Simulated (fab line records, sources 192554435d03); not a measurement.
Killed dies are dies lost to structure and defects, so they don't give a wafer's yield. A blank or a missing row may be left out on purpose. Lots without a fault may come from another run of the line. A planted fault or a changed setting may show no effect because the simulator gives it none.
Split-lot experiment | flow n5_finfet | 7 lots, 39 wafers read, on a route of 1938 steps

THE SPLIT
At N5_DUMMY_GATE_ETCH_42 (etches SiO2 in CHF3/O2, target depth 3.5 nm, time 31 s), the setting bias_w was moved away from the recipe's 12 W on 15 of the 39 wafers read, by -14.0% to +10.1%. The other wafers ran this setting at the recipe's value.

The reading is taken at the split's own step.

THE READING
rf_vpp_V, in V, at N5_DUMMY_GATE_ETCH_42 (etches SiO2 in CHF3/O2, target depth 3.5 nm, time 31 s). Fault-free wafers of this fab line usually give 42.2 V, standard deviation 1.1 V.

wafer  | tool, chamber at the split | bias_w as run, W | against the recipe | rf_vpp_V, V | against lot-mates on the recipe
L075.1 | rie_diel-02, 0             | 10.32            | -14.0%             | 37.3        | -5.0
L075.2 | rie_diel-02, 1             | 12               | recipe             | 42.8        | -
L075.3 | rie_diel-02, 3             | 10.32            | -14.0%             | 37.2        | -5.1
L075.4 | rie_diel-02, 2             | 10.32            | -14.0%             | 37.9        | -4.4
L075.5 | rie_diel-02, 2             | 12               | recipe             | 42.0        | -
L075.6 | rie_diel-02, 1             | 12               | recipe             | 42.2        | -
L076.2 | rie_diel-02, 0             | 12               | recipe             | 42.2        | -
L076.3 | rie_diel-02, 1             | 12               | recipe             | 43.6        | -
L076.6 | rie_diel-02, 0             | 12               | recipe             | 42.6        | -
L077.1 | rie_diel-04, 1             | 12.99            | +8.3%              | 42.9        | +1.3
L077.2 | rie_diel-04, 2             | 12.99            | +8.3%              | 45.7        | +4.1
L077.3 | rie_diel-04, 3             | 12               | recipe             | 41.5        | -
L077.4 | rie_diel-04, 0             | 12               | recipe             | 42.5        | -
L077.5 | rie_diel-04, 2             | 12.99            | +8.3%              | 46.7        | +5.1
L077.6 | rie_diel-04, 1             | 12               | recipe             | 40.8        | -
L082.1 | rie_diel-03, 3             | 12               | recipe             | 41.8        | -
L082.2 | rie_diel-03, 0             | 12               | recipe             | 41.1        | -
L082.3 | rie_diel-03, 2             | 10.54            | -12.2%             | 38.1        | -3.7
L082.4 | rie_diel-03, 1             | 10.54            | -12.2%             | 38.0        | -3.8
L082.5 | rie_diel-03, 2             | 10.54            | -12.2%             | 39.7        | -2.1
L082.6 | rie_diel-03, 3             | 12               | recipe             | 42.6        | -
L083.1 | rie_diel-02, 3             | 12               | recipe             | 41.9        | -
L083.2 | rie_diel-02, 2             | 12               | recipe             | 42.0        | -
L083.3 | rie_diel-02, 0             | 12               | recipe             | 41.8        | -
L083.4 | rie_diel-02, 1             | 12               | recipe             | 42.8        | -
L083.5 | rie_diel-02, 0             | 12               | recipe             | 42.0        | -
L083.6 | rie_diel-02, 1             | 12               | recipe             | 41.3        | -
L091.1 | rie_diel-04, 2             | 12.85            | +7.1%              | 45.7        | +3.5
L091.2 | rie_diel-04, 3             | 12               | recipe             | 41.9        | -
L091.3 | rie_diel-04, 0             | 12.85            | +7.1%              | 45.3        | +3.1
L091.4 | rie_diel-04, 1             | 12               | recipe             | 41.8        | -
L091.5 | rie_diel-04, 0             | 12               | recipe             | 42.8        | -
L091.6 | rie_diel-04, 1             | 12.85            | +7.1%              | 45.3        | +3.1
L092.1 | rie_diel-03, 2             | 13.21            | +10.1%             | 46.1        | +4.2
L092.2 | rie_diel-03, 0             | 12               | recipe             | 43.0        | -
L092.3 | rie_diel-03, 3             | 12               | recipe             | 40.7        | -
L092.4 | rie_diel-03, 3             | 13.21            | +10.1%             | 44.2        | +2.3
L092.5 | rie_diel-03, 0             | 12               | recipe             | 42.1        | -
L092.6 | rie_diel-03, 2             | 13.21            | +10.1%             | 47.5        | +5.6

THE FIT
A straight line over all 39 wafers: rf_vpp_V changes by +0.345 V for each +1% of bias_w; r = +0.93; the points scatter about the line by 0.9 V.
The same after taking each lot's own level away (the mean of its wafers on the recipe; 39 wafers): +0.355 V for each +1%; r = +0.94; scatter 0.88 V.
On that fit, the largest move of bias_w shifts the reading by 5 V.
The lots' own levels span 41.60 to 42.80 V, that is 1.1 times the standard deviation above.
So the lot-to-lot level changes the slope little: the two slopes agree.
Check: with one of the wafers moved furthest among these (-14.0%) left out of the fit, the line predicts -4.69 V for it against its lot-mates. It came out at -5.03 V against them.
Tool readings at the split's step, against how far the setting was moved: rf_vpp_V r = +0.93.

THE FILE'S OWN FIT
rf_vpp_V changes by +0.354 V for each +1% of bias_w, r = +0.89.
